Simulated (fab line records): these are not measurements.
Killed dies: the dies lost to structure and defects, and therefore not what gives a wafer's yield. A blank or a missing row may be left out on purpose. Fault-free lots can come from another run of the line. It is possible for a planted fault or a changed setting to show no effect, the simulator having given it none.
fab line records	flow nandHarc
[record] lots = 12	wafers = 36	lastDay = 33
route steps=1302 shown P_GATE@122
lots with no fault: from the same line, run without faults
startH: hours from the record's opening day to when the first of the lot's shown wafers began	waitH: time in hours since the lot's previous step	" repeats the value in the row above	L1.1+2: several wafers, shown together as one row	- either no value or no given start	* or withheld: withheld	< > ~ a bound
route shown NAME@n: a module of which the file shows steps, and the number in the route of the first	usual: mean/standard deviation of fault-free wafers	same: alike in all rows	chamber/n: place in a boat	sites: per-site readings	_std_site: standard deviation across them	_edge_site: inner sites' mean taken away from outer sites' mean	radiusMm: how far each site lies from the wafer's centre	mask NAME#n: copy n	behind: the last tool/chamber to shape the wafer	hold: reason for holding the lot/hours on hold/outcome of the hold	device: names the non-switching transistor (n, p or np)	end of line: the route-end tests of the same wafers	a step without rows: its recipe alone	killed: not the wafer's yield, but the dies lost to structure and defects at the first sort	map: a wafer's dies, marking killed ones x, the rest . and places with no die _
set.NAME: the setting the step ran with; set.NAME@STEP: the setting that earlier step ran with	model.NAME: the simulator's own value behind a step, which no gauge read
route steps across a sampled set of lots; one table per step, one row per wafer
services: from which hour (startH, from the record's first day; less than 0 if before it) a tool's chamber was out of use, for how many hours, and why
[[steps]]
[step NHARC_P_GATE_CD_MEAS_11]
[recipe] targetCdNm = 1640	landingEnergyEv = 500
[usual] cdNm = 1640.0/1.9
lot.wafer	tool	chamber	startH	waitH	cdNm
L533.2	cdSem-02	0	85.91	-	1640.8
L533.3	"	0	"	"	1639.5
L533.6	"	0	"	"	1641.4
L534.1	cdSem-01	0	93.83	-	1640.0
L534.3	"	0	"	"	1639.7
L534.6	"	0	"	"	1641.5
L537.1	cdSem-02	0	123.75	-	1638.8
L537.2	"	0	"	"	1637.6
L537.5	"	0	"	"	1640.9
L538.1	cdSem-01	0	132.40	-	1639.2
L538.3	"	0	"	"	1639.4
L538.4	"	0	"	"	1640.3
L539.1	cdSem-01	0	141.43	-	1641.6
L539.3	"	0	"	"	1640.8
L539.5	"	0	"	"	1641.3
L547.1	cdSem-02	0	225.14	-	1641.5
L547.3	"	0	"	"	1642.6
L547.5	"	0	"	"	1639.5
L548.3	cdSem-03	0	242.26	-	1640.6
L548.5	"	0	"	"	1641.2
L548.6	"	0	"	"	1637.4
L550.2	cdSem-02	0	254.97	-	1638.5
L550.4	"	0	"	"	1640.1
L550.5	"	0	"	"	1642.0
L553.1	cdSem-02	0	286.78	-	1640.0
L553.3	"	0	"	"	1642.6
L553.6	"	0	"	"	1639.9
L554.1	cdSem-02	0	295.94	-	1638.0
L554.2	"	0	"	"	1637.9
L554.3	"	0	"	"	1637.4
L555.1	cdSem-03	0	295.97	-	1641.2
L555.2	"	0	"	"	1639.3
L555.6	"	0	"	"	1638.8
L556.1	cdSem-03	0	309.55	-	1638.9
L556.2	"	0	"	"	1642.7
L556.3	"	0	"	"	1639.9
[step NHARC_P_GATE_HM_OPEN_105]
[recipe] targetDepthA = 3600	o2FlowSccm = 400	cosFlowSccm = 20	arFlowSccm = 0	rfW = 500	biasW = 300	chemistry = O2/COS
[usual] drypumpMotorCurrentA = 5.8/0.42	oesProductAu = 0.998/0.0092	rfVppV = 467.8/1.9	showerheadPlenumPTorr = 3.15/0.079	throttleValvePct = 28.328/0.0092
lot.wafer	tool	chamber	startH	waitH	drypumpMotorCurrentA	oesProductAu	rfHoursCounterH	rfVppV	showerheadPlenumPTorr	throttleValvePct
L533.2	rieDiel-09	0	-	-	5.9	1.009	6.0	469.1	3.30	28.324
L533.3	"	1	"	"	6.1	1.014	5.8	464.2	2.96	28.335
L533.6	"	0	"	"	5.9	1.013	-	469.8	3.30	28.331
L534.1	rieDiel-13	2	-	-	6.5	1.011	8.5	468.4	3.19	28.343
L534.3	"	0	"	"	5.0	1.002	7.9	468.0	3.14	28.338
L534.6	"	1	"	"	5.1	0.998	-	466.6	3.09	28.330
L537.2	rieDiel-09	2	-	-	6.2	0.993	7.0	469.1	3.20	28.320
L537.1	"	0	"	"	5.9	1.013	9.3	471.2	3.29	28.327
L537.5	"	2	"	"	6.3	1.001	-	469.8	3.20	28.328
L538.3	rieDiel-13	3	-	-	5.6	1.002	10.8	468.6	3.15	28.324
L538.1	"	0	"	"	5.0	0.986	9.9	467.0	3.14	28.337
L538.4	"	1	"	"	5.1	0.978	9.6	466.2	3.09	28.336
L539.3	rieDiel-13	1	-	-	5.1	0.987	9.7	468.0	3.09	28.336
L539.1	"	2	"	"	6.5	1.006	10.8	467.1	3.19	28.327
L539.5	"	0	"	"	5.0	0.998	-	466.4	3.14	28.325
L547.1	rieDiel-10	1	-	-	5.7	0.992	10.8	468.1	3.12	28.333
L547.3	"	3	"	"	5.3	0.996	7.5	467.8	3.16	28.319
L547.5	"	2	"	"	5.8	1.009	-	466.0	3.09	28.337
L548.3	rieDiel-09	1	-	-	6.1	0.982	6.9	462.6	2.96	28.332
L548.6	"	2	"	"	6.3	0.986	-	469.8	3.19	28.327
L548.5	"	3	"	"	5.5	0.994	-	467.4	3.15	28.315
L550.2	rieDiel-09	0	-	-	5.9	0.992	7.8	470.9	3.29	28.324
L550.4	"	1	"	"	6.0	0.988	7.4	463.9	2.96	28.329
L550.5	"	3	"	"	5.5	0.989	-	468.6	3.15	28.319
L553.1	rieDiel-09	3	-	-	5.5	0.993	9.9	468.3	3.15	28.308
L553.3	"	0	"	"	6.0	1.001	9.7	471.8	3.29	28.340
L553.6	"	3	"	"	5.5	0.983	-	468.7	3.15	28.318
L554.2	rieDiel-10	2	-	-	5.8	1.006	3.4	466.6	3.09	28.330
L554.3	"	0	"	"	6.2	0.988	4.3	469.9	3.23	28.332
L554.1	"	1	"	"	5.6	0.992	3.5	467.3	3.11	28.328
L555.1	rieDiel-13	1	-	-	5.1	1.008	8.0	467.5	3.09	28.345
L555.2	"	2	"	"	6.5	1.008	7.3	467.9	3.18	28.332
L555.6	"	1	"	"	5.1	1.012	-	468.3	3.09	28.314
L556.1	rieDiel-10	2	-	-	5.8	1.021	4.5	466.7	3.09	28.337
L556.2	"	3	"	"	5.3	0.997	3.5	467.8	3.16	28.327
L556.3	"	1	"	"	5.6	1.006	4.3	468.9	3.11	28.346
[step NHARC_P_GATE_STRIP_108]
[recipe] o2FlowSccm = 500	arFlowSccm = 0	biasW = 0	chemistry = O2
[usual] chamberPressureMTorr = 60.00/0.053	drypumpMotorCurrentA = 5.8/0.43	oesProductAu = 0.996/0.0095	rfVppV = 57.8/0.8	showerheadPlenumPTorr = 3.56/0.094	throttleValvePct = 17.036/0.0094
[same] biasW = 0
lot.wafer	tool	chamber	startH	waitH	chamberPressureMTorr	drypumpMotorCurrentA	oesProductAu	rfHoursCounterH	rfVppV	showerheadPlenumPTorr	throttleValvePct
L533.2	rieDiel-09	2	102.73	-	59.86	6.2	0.989	4.3	58.0	3.61	17.035
L533.3	"	3	"	"	59.93	5.5	1.005	6.3	57.2	3.57	17.040
L533.6	"	2	"	"	60.01	6.3	0.995	-	59.2	3.61	17.026
L534.3	rieDiel-09	2	109.18	-	59.91	6.2	0.996	4.7	57.2	3.61	17.045
L534.1	"	1	"	"	60.00	6.0	1.010	6.3	57.3	3.35	17.022
L534.6	"	2	"	"	60.01	6.2	0.996	-	59.3	3.61	17.054
L537.1	rieDiel-13	3	139.54	-	60.00	5.6	0.990	9.4	56.6	3.56	17.037
L537.2	"	0	"	"	59.99	5.0	0.971	8.6	58.1	3.55	17.041
L537.5	"	1	"	"	59.98	5.1	0.984	-	58.5	3.49	17.039
L538.1	rieDiel-10	0	151.30	-	59.96	6.2	0.992	4.3	57.7	3.66	17.046
L538.3	"	2	"	"	59.93	5.8	1.001	5.3	57.0	3.50	17.061
L538.4	"	0	"	"	60.14	6.2	0.982	-	57.5	3.66	17.033
L539.1	rieDiel-09	1	158.15	-	60.01	6.1	0.991	0.7	57.3	3.35	17.041
L539.3	"	2	"	"	59.96	6.2	0.991	0.4	57.5	3.61	17.038
L539.5	"	1	"	"	59.95	6.0	0.984	-	56.7	3.35	17.039
L547.1	rieDiel-13	3	241.03	-	60.10	5.7	0.993	2.5	57.6	3.56	17.031
L547.3	"	1	"	"	59.94	5.1	1.007	3.7	57.5	3.49	17.053
L547.5	"	0	"	"	60.04	5.0	0.986	-	56.5	3.55	17.015
L548.3	rieDiel-10	2	260.33	-	59.94	5.8	1.001	0.1	56.5	3.49	17.038
L548.6	"	0	"	"	59.94	6.2	0.997	-	57.8	3.65	17.036
L548.5	"	1	"	"	60.04	5.6	0.984	-	57.4	3.52	17.024
L550.2	rieDiel-09	1	270.54	-	60.07	6.0	0.994	7.4	57.3	3.35	17.041
L550.4	"	2	"	"	60.13	6.3	0.985	8.8	57.7	3.61	17.032
L550.5	"	0	"	"	60.00	6.0	0.990	-	56.8	3.72	17.047
L553.1	rieDiel-10	2	302.97	-	60.04	5.8	1.011	3.3	58.6	3.49	17.037
L553.3	"	0	"	"	59.97	6.2	0.994	4.1	58.1	3.65	17.043
L553.6	"	1	"	"	59.98	5.6	0.977	-	57.7	3.52	17.036
L554.3	rieDiel-09	3	311.85	-	60.01	5.5	0.992	10.2	57.1	3.56	17.021
L554.2	"	0	"	"	60.05	5.9	1.008	9.8	60.1	3.71	17.023
L554.1	"	2	"	"	60.02	6.3	0.997	10.8	58.4	3.61	17.049
L555.2	rieDiel-10	0	312.04	-	60.03	6.2	0.985	4.4	57.1	3.65	17.041
L555.1	"	2	"	"	59.99	5.8	1.011	3.5	57.5	3.49	17.050
L555.6	"	2	"	"	60.04	5.8	1.019	-	58.5	3.49	17.030
L556.2	rieDiel-13	2	326.04	-	59.93	6.4	1.001	8.0	58.2	3.60	17.028
L556.3	"	3	"	"	60.00	5.6	1.001	5.0	57.7	3.56	17.045
L556.1	"	0	"	"	59.93	5.0	0.982	8.3	57.6	3.54	17.041
[step NHARC_P_GATE_STRIP_75]
[recipe] powerW = 1500	tempC = 250	chemistry = O2
[usual] drypumpMotorCurrentA = 5.71/0.17	heaterPowerW = 357/25
lot.wafer	tool	chamber	startH	waitH	drypumpMotorCurrentA	heaterPowerW	rfHoursCounterH
L533.2	plasmaAsher-01	0	114.59	0.3	5.79	339	26
L533.3	"	0	"	"	5.78	335	-
L533.6	"	1	"	"	5.57	329	-
L534.1	plasmaAsher-02	1	121.26	0.3	5.98	407	7
L534.3	"	1	"	"	5.96	408	-
L534.6	"	0	"	"	5.52	347	-
L537.2	plasmaAsher-01	0	151.56	0.2	-	-	-
L537.1	"	1	"	"	-	-	-
L537.5	"	0	"	"	-	-	-
L538.1	plasmaAsher-01	0	165.11	0.3	-	-	-
L538.4	"	0	"	"	-	-	-
L538.3	"	1	"	"	-	-	-
L539.1	plasmaAsher-02	0	170.04	0.2	-	-	-
L539.3	"	0	"	"	-	-	-
L539.5	"	1	"	"	-	-	-
L547.1	plasmaAsher-01	0	253.10	0.2	5.76	330	16
L547.3	"	1	"	"	5.51	359	-
L547.5	"	1	"	"	5.56	359	-
L548.3	plasmaAsher-01	0	272.45	0.2	5.76	342	-
L548.5	"	0	"	"	5.78	335	-
L548.6	"	1	"	"	5.58	356	-
L550.2	plasmaAsher-02	1	282.59	0.2	5.96	377	5
L550.4	"	0	"	"	5.54	338	-
L550.5	"	1	"	"	5.97	379	-
L553.1	plasmaAsher-01	1	314.81	0.3	5.57	352	29
L553.3	"	1	"	"	5.52	353	-
L553.6	"	1	"	"	5.54	354	-
L554.2	plasmaAsher-01	1	323.84	0.3	5.55	345	31
L554.1	"	0	"	"	5.77	344	31
L554.3	"	1	"	"	5.56	354	-
L555.2	plasmaAsher-02	1	324.16	0.3	5.94	389	13
L555.1	"	0	"	"	5.57	351	13
L555.6	"	0	"	"	5.54	334	-
L556.1	plasmaAsher-02	1	338.02	0.3	5.95	384	16
L556.2	"	0	"	"	5.54	345	16
L556.3	"	1	"	"	5.97	395	-
[[services]]
tool	chamber	startH	hours	kind
rieDiel-09	0	97.60	-	clean
rieDiel-09	1	97.60	-	clean
rieDiel-13	3	103.93	4.5	repair
rieDiel-10	2	106.00	4.0	repair
rieDiel-09	3	132.68	1.2	repair
rieDiel-13	-	133.65	0.4	repair
rieDiel-10	3	137.84	14.4	repair
rieDiel-13	1	142.36	4.2	repair
rieDiel-09	-	143.44	9.0	pm
plasmaAsher-01	-	165.18	9.0	pm
rieDiel-13	-	165.32	9.0	pm
rieDiel-10	-	183.04	1.2	repair
plasmaAsher-01	-	193.37	1.1	repair
rieDiel-10	0	203.53	2.6	repair
rieDiel-09	1	227.65	4.3	repair
plasmaAsher-02	-	240.46	0.3	repair
rieDiel-10	-	242.50	9.0	pm
rieDiel-13	3	243.16	34.5	repair
plasmaAsher-02	-	249.32	9.0	pm
rieDiel-10	3	268.21	15.9	repair
plasmaAsher-01	-	286.73	1.5	repair
rieDiel-10	3	302.90	9.9	repair
rieDiel-09	-	307.35	0.5	repair
rieDiel-09	-	320.44	9.0	pm
[[key]]
[firstSign] step = NHARC_P_GATE_STRIP_75	reading = toolRecord	direction = missing
effect none on later readings
metAt NHARC_P_GATE_STRIP_75
struckLots L537,L538,L539
testerLeftOut L537,L538,L539
notActingAt NHARC_P_GATE_CD_MEAS_11,NHARC_P_GATE_HM_OPEN_105,NHARC_P_GATE_STRIP_108
onsetBetween 121.26 151.56
[fault] kind = skippedStepWhole	tool = plasmaAsher-01,plasmaAsher-02	chamber = -	onsetH = 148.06	steps = NHARC_P_GATE_STRIP_75	scope = struckLotsOnly
// testerLeftOut: of these lots the tester's yield and bins aren't shown, on N5 and GAA mostly nor the transistor test; their killed dies are dies lost to structure and defects alone, not to doping, threshold or leakage, so they don't give the yield
